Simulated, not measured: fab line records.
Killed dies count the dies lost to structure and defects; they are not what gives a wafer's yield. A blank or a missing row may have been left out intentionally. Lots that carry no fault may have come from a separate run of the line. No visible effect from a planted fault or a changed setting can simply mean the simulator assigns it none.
Matching of chambers || flow n5 finfet || 4 sister chambers for N5_DUMMY_GATE_CMP_04 on cmp-04
The step polishes a-Si. 20 wafers are shown with their chamber, then 10 later ones without.

== EACH WAFER AND ITS CHAMBER ==
{"wafer": "L077.1", "chamber": 0, "motor current A (A)": 9.0, "time to endpoint s (s)": 15.4}
{"wafer": "L077.4", "chamber": 3, "motor current A (A)": 10.5, "time to endpoint s (s)": 12.9}
{"wafer": "L077.6", "chamber": 0, "motor current A (A)": 9.2, "time to endpoint s (s)": 16.9}
{"wafer": "L083.1", "chamber": 1, "motor current A (A)": 11.8, "time to endpoint s (s)": 13.8}
{"wafer": "L083.3", "chamber": 3, "motor current A (A)": 10.0, "time to endpoint s (s)": 13.1}
{"wafer": "L083.5", "chamber": 3, "motor current A (A)": 10.8, "time to endpoint s (s)": 16.4}
{"wafer": "L083.2", "chamber": 0, "motor current A (A)": 8.7, "time to endpoint s (s)": 12.5}
{"wafer": "L083.4", "chamber": 2, "motor current A (A)": 8.9, "time to endpoint s (s)": 11.3}
{"wafer": "L083.6", "chamber": 0, "motor current A (A)": 9.0, "time to endpoint s (s)": 12.5}
{"wafer": "L085.2", "chamber": 1, "motor current A (A)": 11.8, "time to endpoint s (s)": 11.9}
{"wafer": "L085.4", "chamber": 3, "motor current A (A)": 9.4, "time to endpoint s (s)": 11.3}
{"wafer": "L085.5", "chamber": 3, "motor current A (A)": 10.2, "time to endpoint s (s)": 11.7}
{"wafer": "L089.1", "chamber": 0, "motor current A (A)": 9.3, "time to endpoint s (s)": 11.4}
{"wafer": "L089.3", "chamber": 1, "motor current A (A)": 11.7, "time to endpoint s (s)": 12.9}
{"wafer": "L089.4", "chamber": 2, "motor current A (A)": 9.5, "time to endpoint s (s)": 11.7}
{"wafer": "L089.2", "chamber": 3, "motor current A (A)": 10.5, "time to endpoint s (s)": 11.4}
{"wafer": "L089.5", "chamber": 3, "motor current A (A)": 10.0, "time to endpoint s (s)": 12.1}
{"wafer": "L089.6", "chamber": 2, "motor current A (A)": 9.7, "time to endpoint s (s)": 11.9}
{"wafer": "L090.1", "chamber": 2, "motor current A (A)": 9.0, "time to endpoint s (s)": 12.1}
{"wafer": "L090.2", "chamber": 0, "motor current A (A)": 9.3, "time to endpoint s (s)": 16.0}

SIGNATURES, as means of the wafers listed above
{"reading": "motor current A", "chamber 0": 9.083, "chamber 1": 11.767, "chamber 2": 9.275, "chamber 3": 10.200, "scatter within a chamber": 0.352}
{"reading": "time to endpoint s", "chamber 0": 14.117, "chamber 1": 12.867, "chamber 2": 11.750, "chamber 3": 12.700, "scatter within a chamber": 1.71}
Rule: a wafer's distance from a chamber is the root of the sum, over the readings, of the square of ((its reading less the chamber's mean) divided by the reading's scatter). The wafer belongs to the nearest chamber; if the next one is less than 2 further off, it can't be placed. The scatter: take each reading less its chamber's mean, square it, sum over the shown wafers, divide by the number of wafers less the number of chambers, and take the root.

== WAFERS WITH NO CHAMBER GIVEN ==
{"wafer": "L090.3", "motor current A (A)": 12.2, "time to endpoint s (s)": 12.6}
{"wafer": "L091.1", "motor current A (A)": 9.0, "time to endpoint s (s)": 16.3}
{"wafer": "L091.2", "motor current A (A)": 11.5, "time to endpoint s (s)": 14.4}
{"wafer": "L091.5", "motor current A (A)": 9.4, "time to endpoint s (s)": 15.7}
{"wafer": "L092.1", "motor current A (A)": 9.5, "time to endpoint s (s)": 12.0}
{"wafer": "L092.4", "motor current A (A)": 12.3, "time to endpoint s (s)": 14.0}
{"wafer": "L092.5", "motor current A (A)": 9.7, "time to endpoint s (s)": 11.7}
{"wafer": "L094.2", "motor current A (A)": 8.9, "time to endpoint s (s)": 13.4}
{"wafer": "L094.3", "motor current A (A)": 12.7, "time to endpoint s (s)": 13.7}
{"wafer": "L094.5", "motor current A (A)": 10.3, "time to endpoint s (s)": 13.6}

== CHAMBER TAKEN BY EACH ==
{"wafer": "L090.3", "from the rows above": 1, "in truth": 1}
{"wafer": "L091.1", "from the rows above": "can't be placed: 0 or 2", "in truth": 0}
{"wafer": "L091.2", "from the rows above": 1, "in truth": 1}
{"wafer": "L091.5", "from the rows above": "can't be placed: 0 or 2 or 3", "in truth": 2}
{"wafer": "L092.1", "from the rows above": "can't be placed: 2 or 0 or 3", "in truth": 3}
{"wafer": "L092.4", "from the rows above": 1, "in truth": 1}
{"wafer": "L092.5", "from the rows above": "can't be placed: 2 or 3 or 0", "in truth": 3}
{"wafer": "L094.2", "from the rows above": "can't be placed: 0 or 2", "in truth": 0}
{"wafer": "L094.3", "from the rows above": 1, "in truth": 1}
{"wafer": "L094.5", "from the rows above": 3, "in truth": 3}
5 of 10 placed correctly. Not placeable from these rows: 5 (in 5, the candidates include the true chamber). Number placed wrongly: 0.
